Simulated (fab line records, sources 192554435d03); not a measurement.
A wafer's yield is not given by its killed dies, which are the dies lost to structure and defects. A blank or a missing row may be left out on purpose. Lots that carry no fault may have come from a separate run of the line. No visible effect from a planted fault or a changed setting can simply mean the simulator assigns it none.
Matching of chambers -- flow n5Finfet -- 4 sister chambers for N5_FIN_CUT_DESCUM_13 on rieDiel-04
The step chemistry O2, time 7 s. 14 wafers are shown with their chamber, then 7 later ones without.

## WAFERS PAIRED WITH THEIR CHAMBERS
wafer,chamber,drypumpMotorCurrentA (A),showerheadPlenumPTorr (Torr),oesProductAu (a.u.)
L076.1,0,5.6,2.08,0.70
L076.2,1,5.5,2.07,0.74
L076.3,3,6.0,2.15,0.70
L081.2,0,5.6,2.07,0.69
L081.3,2,5.3,2.03,0.87
L081.4,2,5.3,2.03,0.86
L083.1,2,5.4,2.03,0.85
L083.3,1,5.5,2.07,0.73
L083.6,2,5.4,2.03,0.86
L085.4,2,5.4,2.03,0.85
L085.5,0,5.6,2.07,0.67
L085.6,1,5.5,2.07,0.73
L087.2,3,6.0,2.14,0.96
L087.5,3,6.0,2.14,0.96

SIGNATURES, as means of the wafers listed above
reading,chamber 0,chamber 1,chamber 2,chamber 3,scatter within a chamber
drypumpMotorCurrentA,5.600,5.500,5.360,6.000,0.0346
showerheadPlenumPTorr,2.0733,2.0700,2.0300,2.1433,0.00365
oesProductAu,0.6867,0.7333,0.8580,0.8733,0.0677
Rule: distance of a wafer from a chamber = root of the sum over the readings of ((wafer's reading minus chamber's mean) / reading's scatter) squared. If the next closest chamber is less than 2 further off than the closest, the wafer can't be placed; otherwise it belongs to the closest. The scatter: the root of (the sum of the squares of (reading less its chamber's mean) over the shown wafers, divided by (wafers less chambers)).

## WAFERS WITHOUT THEIR CHAMBER
wafer,drypumpMotorCurrentA (A),showerheadPlenumPTorr (Torr),oesProductAu (a.u.)
L087.6,5.6,2.07,0.67
L089.1,6.0,2.14,0.94
L089.3,5.4,2.03,0.85
L089.5,6.0,2.14,0.94
L090.3,5.4,2.02,0.85
L090.4,5.4,2.02,0.85
L090.6,6.0,2.14,0.93

## THE CHAMBER EACH PASSED THROUGH
wafer,from the rows above,in truth
L087.6,0,0
L089.1,3,3
L089.3,2,2
L089.5,3,3
L090.3,2,2
L090.4,2,2
L090.6,3,3
Placed correctly: 7 of 7. Can't be placed from these rows: 0. Placed wrongly: 0.
